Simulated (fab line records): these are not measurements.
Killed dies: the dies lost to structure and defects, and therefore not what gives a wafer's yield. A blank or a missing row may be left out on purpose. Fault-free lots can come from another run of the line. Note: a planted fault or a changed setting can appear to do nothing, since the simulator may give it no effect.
A struck lot beside a sound one || flow n5 finfet || 15 out of 1938 route steps
Sound: the wafers L468.1, L468.4, L468.6. Struck: wafer L476.6. (L476.2, L476.3 of the same lot were not struck and are left out.) The cause comes at the end.
Each step with rows lists, per side, the tool, then ch with its chambers, then its first start. Under that, the readings that differ: sound wafers || struck wafers || difference of the means || sigmas: that difference in standard deviations of wafers without a fault.
alike: readings with means less than 2 such deviations apart, plus words and numbers identical on both sides. not compared: withheld readings, readings lacking a value on some wafer, bounds such as >300 that could conceal the same value, and numbers that have no deviation in the record and whose values overlap.
A row with sigmas, a row that says differs or no value, or rows on one side alone: a step with any of these is where the two part. When numbers do not overlap yet have no deviation, they are printed without sigmas and do not part them. A reading that every wafer of one side lacks parts them only if that side has two wafers or more.

first, 2 steps without rows for these wafers: N5_BEOL_M13_TRENCH_ETCH_34 (etches SiOC in C4F8/O2/Ar, target depth 413.47 nm, time 162.6 s); N5_BEOL_M13_STRIP_70 (strips in C4F8/O2/Ar).
N5_BEOL_M13_OCD_MEAS_35:
  struck on ocd-01, day 13 09:28; sound on ocd-01, day 11 20:14
  alike: trench depth nm
N5_BEOL_M13_STRIP_37: strips in N2/H2.
  sound on plasma asher-02 ch 1, day 11 20:16; struck on plasma asher-01 ch 0, day 13 09:31
  alike: drypump motor current A, heater power w, n2 flow sccm, oes product au
  not compared: rf hours counter h
N5_BEOL_M13_ETCH_38: etches SiCN in CF4/N2, target depth 67.5 nm, time 71.9 s.
  sound on rie diel-02 ch 0,2, day 11 22:32; struck on rie diel-02 ch 1, day 13 09:35
  alike: drypump motor current A, n2 flow sccm, oes product au, rf vpp V, showerhead plenum p Torr, throttle valve pct
  not compared: rf hours counter h
then, 2 steps without rows for these wafers: N5_BEOL_M13_PRECLEAN_39 (cleans in residue remover, time 60 s); N5_BEOL_M13_SRD_40 (time 30 s, dry time 30 s).
N5_BEOL_M13_DEGAS_41: time 60 s.
  struck on pvd sputter-03, day 13 09:52; sound on pvd sputter-03, day 11 23:00
  alike: heater power w
then, 1 step without rows for these wafers: N5_BEOL_M13_PRE_CLEAN_42 (time 30 s).
N5_BEOL_M13_SPUTTER_43: material TaN, target thk 15 nm, time 24.19 s.
  struck on pvd sputter-03, day 13 09:56; sound on pvd sputter-03, day 11 23:05
  alike: throttle valve pct
then, 1 step without rows for these wafers: N5_BEOL_M13_SPUTTER_44 (material Ta, target thk 10 nm, time 16.13 s).
N5_BEOL_M13_SPUTTER_45: material Cu, target thk 80 nm, time 13.33 s.
  struck on pvd sputter-03, day 13 10:06; sound on pvd sputter-03, day 11 23:14
  alike: throttle valve pct
N5_BEOL_M13_ECD_47: material Cu, target thk 936 nm.
  sound on ecd cu-01 ch 0,1, day 11 23:22; struck on ecd cu-01 ch 0, day 13 10:13
{"reading": "model.Cu_of_BEOL_M13_ECD_47.thk nm (nm)", "sound": "940.6 945.2 935.4", "struck": 1824, "difference": "+884", "sigmas": ""}
then, 1 step without rows for these wafers: N5_BEOL_M13_ANNEAL_48 (time 90 s).
N5_PASSIVATION_PROBE_49:
  struck on prober-02, day 14 22:40; sound on prober-02, day 13 07:41
{"reading": "sort_bin_8_speed (%)", "sound": "0 4.3 0", "struck": 0, "difference": -1, "sigmas": -4}
  alike: defect limited yield, killed_at_M0_to_M3, killed_at_M4_up, killed at contacts, killed at front end, killed at other, killed dies, killed on rim, killed open, killed short, sort_bin_5_function, sort_bin_6_memory, sort n pass, sort yield pct

WHERE THEY PART
N5_PASSIVATION_PROBE_49 only, going by this record.

WHY: the cause the simulator had injected
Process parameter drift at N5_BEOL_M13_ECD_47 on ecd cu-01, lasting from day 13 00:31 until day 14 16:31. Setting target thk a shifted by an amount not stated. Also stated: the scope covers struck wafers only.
